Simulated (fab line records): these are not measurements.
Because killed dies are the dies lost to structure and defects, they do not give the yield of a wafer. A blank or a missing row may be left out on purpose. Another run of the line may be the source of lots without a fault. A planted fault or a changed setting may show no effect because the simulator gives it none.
Chamber matching -- flow n5 finfet -- N5_BEOL_M3_STRIP_66 on rie diel-02: 4 sister chambers
The step strips in CF4. 18 wafers are shown with their chamber, then 9 later ones without.

WAFERS WITH THEIR CHAMBER
wafer,chamber,showerhead plenum p Torr (Torr),drypump motor current A (A),rf vpp V (V)
L076.3,3,1.76,5.2,271.0
L076.5,2,1.77,6.1,270.3
L076.6,3,1.76,5.3,269.9
L078.2,0,1.87,6.3,272.6
L078.3,2,1.77,6.1,270.1
L078.4,3,1.76,5.2,270.6
L079.2,3,1.76,5.3,271.6
L079.3,2,1.77,6.1,270.6
L079.6,0,1.87,6.3,272.6
L081.3,2,1.77,6.1,270.1
L081.4,0,1.87,6.2,272.8
L081.6,2,1.77,6.1,269.9
L086.1,2,1.77,6.2,270.7
L086.2,1,1.82,6.6,271.3
L086.6,1,1.81,6.6,271.3
L088.2,0,1.86,6.3,273.6
L088.5,2,1.77,6.1,271.0
L088.6,3,1.76,5.3,271.1

SIGNATURES, as means of the wafers listed above
reading,chamber 0,chamber 1,chamber 2,chamber 3,scatter within a chamber
showerhead plenum p Torr,1.8675,1.8150,1.7700,1.7600,0.00299
drypump motor current A,6.275,6.600,6.114,5.260,0.0448
rf vpp V,272.900,271.300,270.386,270.840,0.48
Rule: for a wafer and a chamber, the distance is found by dividing, reading by reading, the gap between the wafer's reading and the chamber's mean by the reading's scatter, squaring, summing and taking the root. The wafer belongs to the nearest chamber; if the next one is less than 2 further off, it can't be placed. The scatter: take each reading less its chamber's mean, square it, sum over the shown wafers, divide by the number of wafers less the number of chambers, and take the root.

WAFERS WITH NO CHAMBER GIVEN
wafer,showerhead plenum p Torr (Torr),drypump motor current A (A),rf vpp V (V)
L090.1,1.77,6.1,270.1
L090.3,1.86,6.2,270.8
L090.5,1.86,6.3,273.4
L092.2,1.86,6.2,272.2
L092.4,1.75,5.3,270.8
L092.6,1.75,5.3,270.1
L094.1,1.81,6.7,271.9
L094.5,1.81,6.6,270.2
L094.6,1.86,6.3,272.8

WHICH CHAMBER EACH WENT THROUGH
wafer,from the rows above,in truth
L090.1,2,2
L090.3,0,0
L090.5,0,0
L092.2,0,0
L092.4,3,3
L092.6,3,3
L094.1,1,1
L094.5,1,1
L094.6,0,0
Correct placement for 9 of the 9. From these rows, 0 cannot be placed. Placed wrongly: 0.
